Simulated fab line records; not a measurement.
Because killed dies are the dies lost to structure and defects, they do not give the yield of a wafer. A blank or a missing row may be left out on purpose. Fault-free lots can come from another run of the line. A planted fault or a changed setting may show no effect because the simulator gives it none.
Comparing a struck lot with a sound one ; flow nand_harc ; 15 out of 1302 route steps
Sound: the wafers L939.3, L939.4, L939.5. Struck: wafer L947.5. (L947.1, L947.6 of the same lot were not struck and are left out.) The cause comes at the end.
Per side, at each step with rows, come the tool, then ch with its chambers, and then its first start. Under that, the readings that differ: sound wafers ; struck wafers ; difference of the means ; sigmas: that difference in standard deviations of wafers without a fault.
alike: readings with means less than 2 such deviations apart, plus words and numbers identical on both sides. not compared: withheld readings, readings lacking a value on some wafer, bounds such as >300 that could conceal the same value, and numbers that have no deviation in the record and whose values overlap.
The two part at a step that has a row with sigmas, a row that says differs or no value, or rows on one side only. Numbers that don't overlap but have no deviation are shown without sigmas and don't part them. Lack of a reading on every wafer of one side parts them only where that side has two or more wafers.

first, 7 steps without rows for these wafers: NHARC_P_M0_COAT_33 (time 65 s); NHARC_P_M0_COAT_03 (resist thk 90 nm); NHARC_P_M0_SOFTBAKE_04 (time 55 s); NHARC_P_M0_EBR_05; NHARC_P_M0_EXPOSE_06 (exposes mask P M0, target cd 90 nm); NHARC_P_M0_PEB_07 (peb time 65 s); NHARC_P_M0_DEVELOP_08 (develop time 35 s).
NHARC_P_M0_CD_MEAS_09: the cd target is 90 nm.
  sound on cd_sem-03 ch 0, day 8 07:51; struck on cd_sem-02 ch 0, day 11 11:56
reading;sound;struck;difference;sigmas
cd_nm (nm);90.1 90.6 89.5;91.5;+1.4;+3
NHARC_P_M0_OVL_MEAS_10: pitch 180 nm.
  struck on overlay-02, day 11 12:01; sound on overlay-02, day 8 07:56
  alike: overlay_x_nm, overlay_y_nm
NHARC_P_M0_INSPECT_11:
  struck on defect_inspect-01, day 11 12:04; sound on defect_inspect-02, day 8 07:58
  alike: raw_defect_count
NHARC_P_M0_DESCUM_14: chemistry O2, time 3 s.
  sound on rie_diel-09 ch 1,3, day 8 08:02; struck on rie_diel-09 ch 2, day 11 12:07
  alike: chamber_pressure_mTorr, drypump_motor_current_A, oes_product_au, rf_vpp_V, showerhead_plenum_p_Torr, throttle_valve_pct
  not compared: rf_hours_counter_h
NHARC_P_M0_ETCH_34: etches the open film in N2/H2, target depth 40 nm, overetch 12 nm, time 43.94 s.
  sound on rie_diel-09 ch 1,2,3, day 8 08:08; struck on rie_diel-09 ch 0, day 11 12:13
reading;sound;struck;difference;sigmas
run_length_s (s);65.1 65.3 65.2;64.5;-0.7;-2
  alike: chamber_pressure_mTorr, drypump_motor_current_A, oes_product_au, rf_vpp_V, showerhead_plenum_p_Torr, throttle_valve_pct
  not compared: rf_hours_counter_h
NHARC_P_M0_ETCH_15: etches the open film in C4F8/Ar, target depth 150 nm, overetch 15 nm, time 82.5 s.
  sound on rie_diel-09 ch 0,1,2, day 8 08:13; struck on rie_diel-09 ch 0, day 11 12:28
reading;sound;struck;difference;sigmas
oes_product_au (a.u.);0.977 0.976 0.968;0.933;-0.041;-3
run_length_s (s);103.5 103.5 103.1;91.9;-11.5;-37
  alike: chamber_pressure_mTorr, rf_vpp_V
  not compared: rf_hours_counter_h
NHARC_P_M0_CD_MEAS_16:
  struck on cd_sem-03, day 11 12:35; sound on cd_sem-01, day 8 08:20
  alike: cd_nm
-- record jumps: 19 days between struck wafers' starts before vs after; left off in module P_M0, resumes in module END, first step shown is number 1302 of the route --
NHARC_END_SORT_01:
  here the record holds rows for the struck wafers (prober-01 ch 0, day 30 08:53) but none for the sound ones

## WHERE THEY PART
Earliest at NHARC_P_M0_CD_MEAS_09; latest, in this record, at NHARC_END_SORT_01.

WHY: the cause the simulator had injected
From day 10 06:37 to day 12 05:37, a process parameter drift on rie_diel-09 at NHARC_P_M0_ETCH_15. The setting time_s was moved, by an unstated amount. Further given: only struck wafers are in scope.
